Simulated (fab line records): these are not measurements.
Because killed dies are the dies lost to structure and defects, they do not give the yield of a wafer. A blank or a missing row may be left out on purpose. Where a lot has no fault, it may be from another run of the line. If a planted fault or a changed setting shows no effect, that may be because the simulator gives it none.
A lot that was struck, set against a sound lot | flow nand-harc | 44 out of 1159 route steps
Sound: wafers L318.1, L318.2, L318.3. Struck: wafers L317.3, L317.5. (L317.4 of the same lot was not struck and is left out.) The cause comes at the end.
Order at every step that has rows: each side's tool, ch and its chambers, its first start. Under that, the readings that differ: sound wafers | struck wafers | difference of the means | sigmas: that difference in standard deviations of wafers without a fault.
alike: readings whose means differ by less than 2 such deviations, and words and numbers that are the same on both sides. not compared: withheld readings, readings that some wafer has no value for, bounds like >300 that may hide the same value, and numbers for which the record gives no deviation and whose values overlap.
A row with sigmas, a row that says differs or no value, or rows on one side alone: a step with any of these is where the two part. Numbers that don't overlap but have no deviation are shown without sigmas and don't part them. Lack of a reading on every wafer of one side parts them only where that side has two or more wafers.

first, 1 step without rows for these wafers: NHARC_A_CONTACT_DEVELOP_41 (develop time 35 s).
NHARC_A_CONTACT_CD_MEAS_42: target cd 200 nm.
  sound on cd-sem-02 ch 0, day 16 05:36; struck on cd-sem-01 ch 0, day 16 22:08
  alike: cd-nm
NHARC_A_CONTACT_OVL_MEAS_43:
  sound on overlay-01 at day 16 05:41; struck on overlay-02 at day 16 22:13
  alike: overlay-x-nm, overlay-y-nm
NHARC_A_CONTACT_INSPECT_44:
  sound on defect-inspect-01 at day 16 05:43; struck on defect-inspect-02 at day 16 22:15
  alike: raw-defect-count
then, 6 steps without rows for these wafers: NHARC_A_CONTACT_DESCUM_47 (chemistry O2, time 3 s); NHARC_A_CONTACT_ETCH_48 (etches the open film in CF4, target depth 39 nm, time 65 s); NHARC_A_CONTACT_ETCH_49 (etches the open film in N2/H2, target depth 260 nm, time 475.3 s); NHARC_A_CONTACT_ETCH_50 (etches the open film in CF4/CHF3, target depth 84.7 nm, time 42.4 s); NHARC_A_CONTACT_ETCH_51 (etches the open film in O2/COS, target depth 3600 nm, time 936 s); NHARC_A_CONTACT_ETCH_111 (etches the open film in C4F8/O2/Ar, time 140 s, target depth 700 nm).
NHARC_A_CONTACT_ETCH_112: etches the open film in C4F8/O2/Ar, time 94 s, target depth 922 nm.
  sound on har-cap-etch-03 ch 0,1, day 16 07:14; struck on har-cap-etch-03 ch 1, day 16 23:48
  not compared: rf-hours-counter-h
then, 1 step without rows for these wafers: NHARC_A_CONTACT_ETCH_113 (etches the open film in C4F8/O2/Ar, time 94 s, target depth 922 nm).
NHARC_A_CONTACT_ETCH_114: etches the open film in C4F8/O2/Ar, time 94 s, target depth 922 nm.
  sound on har-cap-etch-03 ch 0,1, day 16 07:25; struck on har-cap-etch-03 ch 1, day 16 23:59
  not compared: rf-hours-counter-h
then, 4 steps without rows for these wafers: NHARC_A_CONTACT_ETCH_115 (etches the open film in C4F8/O2/Ar, time 94 s, target depth 922 nm); NHARC_A_CONTACT_ETCH_116 (etches the open film in C4F8/O2/Ar, time 94 s, target depth 922 nm); NHARC_A_CONTACT_ETCH_117 (etches the open film in C4F8/O2/Ar, time 94 s, target depth 922 nm); NHARC_A_CONTACT_ETCH_118 (etches the open film in C4F8/O2/Ar, time 94 s, target depth 922 nm).
NHARC_A_CONTACT_ETCH_119: etches the open film in C4F8/O2/Ar, time 94 s, target depth 922 nm.
  sound on har-cap-etch-03 ch 0,1, day 16 07:53; struck on har-cap-etch-03 ch 1, day 17 00:26
  not compared: rf-hours-counter-h
NHARC_A_CONTACT_ETCH_120: etches the open film in C4F8/O2/Ar, time 94 s, target depth 922 nm.
  sound on har-cap-etch-03 ch 0,1, day 16 07:58; struck on har-cap-etch-03 ch 1, day 17 00:32
  not compared: rf-hours-counter-h
then, 4 steps without rows for these wafers: NHARC_A_CONTACT_ETCH_121 (etches the open film in C4F8/O2/Ar, time 94 s, target depth 922 nm); NHARC_A_CONTACT_ETCH_122 (etches the open film in C4F8/O2/Ar, time 95 s, target depth 930 nm); NHARC_A_CONTACT_ETCH_123 (etches the open film in C4F8/O2/Ar, time 253 s, target depth 1090 nm); NHARC_A_CONTACT_ETCH_90 (etches the open film in CH3F/O2, target depth 40 nm, time 85.7 s).
NHARC_A_CONTACT_ETCH_96: etches the open film in C4F6/O2, target depth 20 nm, time 10 s.
  sound on rie-diel-09 ch 0,1,3; struck on rie-diel-13 ch 0,3
  alike: drypump-motor-current-A, oes-product-au, rf-vpp-V, showerhead-plenum-p-Torr, throttle-valve-pct
  not compared: rf-hours-counter-h
NHARC_A_CONTACT_CD_MEAS_53:
  sound on cd-sem-01 at day 16 09:04; struck on cd-sem-01 at day 17 01:35
  alike: cd-nm
then, 7 steps without rows for these wafers: NHARC_A_CONTACT_STRIP_99 (strips in N2/H2); NHARC_A_CONTACT_STRIP_100 (strips in CF4/CHF3); NHARC_A_CONTACT_STRIP_101 (strips in O2/COS); NHARC_A_CONTACT_ETCH_102 (etches the open film in CF4/O2, target depth 70 nm, overetch 7 nm, time 38.5 s); NHARC_A_CONTACT_STRIP_55 (strips in O2); NHARC_A_CONTACT_STRIP_56 (strips in post etch residue remover, time 600 s); NHARC_A_CONTACT_DEP_57 (deposits aC, target thk 2800 nm).
NHARC_A_CONTACT_DEP_58: deposits SiON, target thk 60 nm.
  sound on pecvd-02 ch 0,1,2, day 16 11:43; struck on pecvd-02 ch 0,1, day 17 06:28
  alike: heater-power-w, showerhead-vpp-V
then, 9 steps without rows for these wafers: NHARC_A_CONTACT_DEHYDRATE_59 (time 120 s); NHARC_A_CONTACT_HMDS_60 (time 30 s); NHARC_A_CONTACT_COAT_61 (time 75 s); NHARC_A_CONTACT_COAT_62 (time 65 s); NHARC_A_CONTACT_COAT_63 (resist thk 90 nm); NHARC_A_CONTACT_SOFTBAKE_64 (time 55 s); NHARC_A_CONTACT_EBR_65; NHARC_A_CONTACT_EXPOSE_66 (exposes mask A CC 2); NHARC_A_CONTACT_PEB_67 (peb time 65 s).
NHARC_A_CONTACT_DESCUM_74: chemistry O2, time 3 s.
  sound on rie-diel-13 ch 0,1,3, day 16 12:37; struck on rie-diel-11 ch 1,2, day 17 14:02
  reading | sound | struck                                            | difference                   | sigmas
  hold    | - - - | await-dispo/6.5h/release await-dispo/6.5h/release | no value on the sound wafers |
  alike: drypump-motor-current-A, oes-product-au, rf-vpp-V, showerhead-plenum-p-Torr, throttle-valve-pct
  not compared: rf-hours-counter-h
-- the record jumps here: 3 days lie between the struck wafers' starts before and after (it left off in module A_CONTACT and takes up again in module END, whose first step shown is number 1159 of the route) --
NHARC_END_SORT_01:
  at this point the record logs the struck wafers (prober-01 ch 0, day 20 23:24) and has no rows for the sound ones

## WHERE THEY PART
Last at NHARC_END_SORT_01 as far as this record goes, first at NHARC_A_CONTACT_DESCUM_74.

WHY: what had been put in by the simulator
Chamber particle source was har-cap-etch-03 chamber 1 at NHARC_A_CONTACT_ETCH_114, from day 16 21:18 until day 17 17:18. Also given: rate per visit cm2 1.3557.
